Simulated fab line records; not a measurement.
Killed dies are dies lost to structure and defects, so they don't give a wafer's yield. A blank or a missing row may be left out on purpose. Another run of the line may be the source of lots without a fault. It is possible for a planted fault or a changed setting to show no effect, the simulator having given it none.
Matching of chambers || flow n5Finfet || N5_DUMMY_GATE_ETCH_23 on rieSi-06 has 4 sister chambers
The step etches poly-Si in HBr/Cl2/O2, target depth 41 nm, time 22.3 s. 14 wafers are shown with their chamber, then 7 later ones without.

WAFERS WITH THEIR CHAMBER
{"wafer": "L076.1", "chamber": 1, "throttleValvePct (%)": 36.8, "drypumpMotorCurrentA (A)": 5.5, "oesProductAu (a.u.)": 1.011}
{"wafer": "L076.4", "chamber": 0, "throttleValvePct (%)": 36.8, "drypumpMotorCurrentA (A)": 6.3, "oesProductAu (a.u.)": 0.986}
{"wafer": "L076.6", "chamber": 2, "throttleValvePct (%)": 37.6, "drypumpMotorCurrentA (A)": 5.8, "oesProductAu (a.u.)": 0.993}
{"wafer": "L078.1", "chamber": 0, "throttleValvePct (%)": 36.8, "drypumpMotorCurrentA (A)": 6.3, "oesProductAu (a.u.)": 0.995}
{"wafer": "L078.2", "chamber": 1, "throttleValvePct (%)": 36.9, "drypumpMotorCurrentA (A)": 5.5, "oesProductAu (a.u.)": 1.019}
{"wafer": "L078.4", "chamber": 2, "throttleValvePct (%)": 37.6, "drypumpMotorCurrentA (A)": 5.8, "oesProductAu (a.u.)": 0.996}
{"wafer": "L082.1", "chamber": 1, "throttleValvePct (%)": 36.9, "drypumpMotorCurrentA (A)": 5.5, "oesProductAu (a.u.)": 1.024}
{"wafer": "L082.3", "chamber": 0, "throttleValvePct (%)": 36.8, "drypumpMotorCurrentA (A)": 6.3, "oesProductAu (a.u.)": 0.990}
{"wafer": "L082.6", "chamber": 2, "throttleValvePct (%)": 37.6, "drypumpMotorCurrentA (A)": 5.9, "oesProductAu (a.u.)": 1.002}
{"wafer": "L083.1", "chamber": 3, "throttleValvePct (%)": 37.8, "drypumpMotorCurrentA (A)": 5.5, "oesProductAu (a.u.)": 1.001}
{"wafer": "L083.2", "chamber": 2, "throttleValvePct (%)": 37.6, "drypumpMotorCurrentA (A)": 5.8, "oesProductAu (a.u.)": 1.004}
{"wafer": "L083.3", "chamber": 0, "throttleValvePct (%)": 36.8, "drypumpMotorCurrentA (A)": 6.3, "oesProductAu (a.u.)": 0.989}
{"wafer": "L089.2", "chamber": 3, "throttleValvePct (%)": 37.8, "drypumpMotorCurrentA (A)": 5.5, "oesProductAu (a.u.)": 1.012}
{"wafer": "L089.3", "chamber": 1, "throttleValvePct (%)": 36.9, "drypumpMotorCurrentA (A)": 5.5, "oesProductAu (a.u.)": 1.025}

SIGNATURES (averages over the wafers above)
{"reading": "throttleValvePct", "chamber 0": 36.800, "chamber 1": 36.875, "chamber 2": 37.600, "chamber 3": 37.800, "scatter within a chamber": 0.0274}
{"reading": "drypumpMotorCurrentA", "chamber 0": 6.300, "chamber 1": 5.500, "chamber 2": 5.825, "chamber 3": 5.500, "scatter within a chamber": 0.0274}
{"reading": "oesProductAu", "chamber 0": 0.99000, "chamber 1": 1.01975, "chamber 2": 0.99875, "chamber 3": 1.00650, "scatter within a chamber": 0.00551}
Rule: for a wafer and a chamber, the distance is found by dividing, reading by reading, the gap between the wafer's reading and the chamber's mean by the reading's scatter, squaring, summing and taking the root. The wafer belongs to the nearest chamber; if the next one is less than 2 further off, it can't be placed. The scatter: the root of (the sum of the squares of (reading less its chamber's mean) over the shown wafers, divided by (wafers less chambers)).

WAFERS WHOSE CHAMBER IS MISSING
{"wafer": "L089.5", "throttleValvePct (%)": 37.6, "drypumpMotorCurrentA (A)": 5.8, "oesProductAu (a.u.)": 1.005}
{"wafer": "L092.1", "throttleValvePct (%)": 37.6, "drypumpMotorCurrentA (A)": 5.9, "oesProductAu (a.u.)": 1.002}
{"wafer": "L092.2", "throttleValvePct (%)": 36.8, "drypumpMotorCurrentA (A)": 5.5, "oesProductAu (a.u.)": 1.025}
{"wafer": "L092.5", "throttleValvePct (%)": 37.6, "drypumpMotorCurrentA (A)": 5.9, "oesProductAu (a.u.)": 0.995}
{"wafer": "L093.4", "throttleValvePct (%)": 36.9, "drypumpMotorCurrentA (A)": 5.5, "oesProductAu (a.u.)": 1.033}
{"wafer": "L093.5", "throttleValvePct (%)": 36.8, "drypumpMotorCurrentA (A)": 6.3, "oesProductAu (a.u.)": 0.981}
{"wafer": "L093.6", "throttleValvePct (%)": 36.8, "drypumpMotorCurrentA (A)": 5.5, "oesProductAu (a.u.)": 1.026}

CHAMBER TAKEN BY EACH
{"wafer": "L089.5", "from the rows above": 2, "in truth": 2}
{"wafer": "L092.1", "from the rows above": 2, "in truth": 2}
{"wafer": "L092.2", "from the rows above": 1, "in truth": 1}
{"wafer": "L092.5", "from the rows above": 2, "in truth": 2}
{"wafer": "L093.4", "from the rows above": 1, "in truth": 1}
{"wafer": "L093.5", "from the rows above": 0, "in truth": 0}
{"wafer": "L093.6", "from the rows above": 1, "in truth": 1}
Correctly placed: 7 of 7. Can't be placed from these rows: 0. 0 placed wrongly.
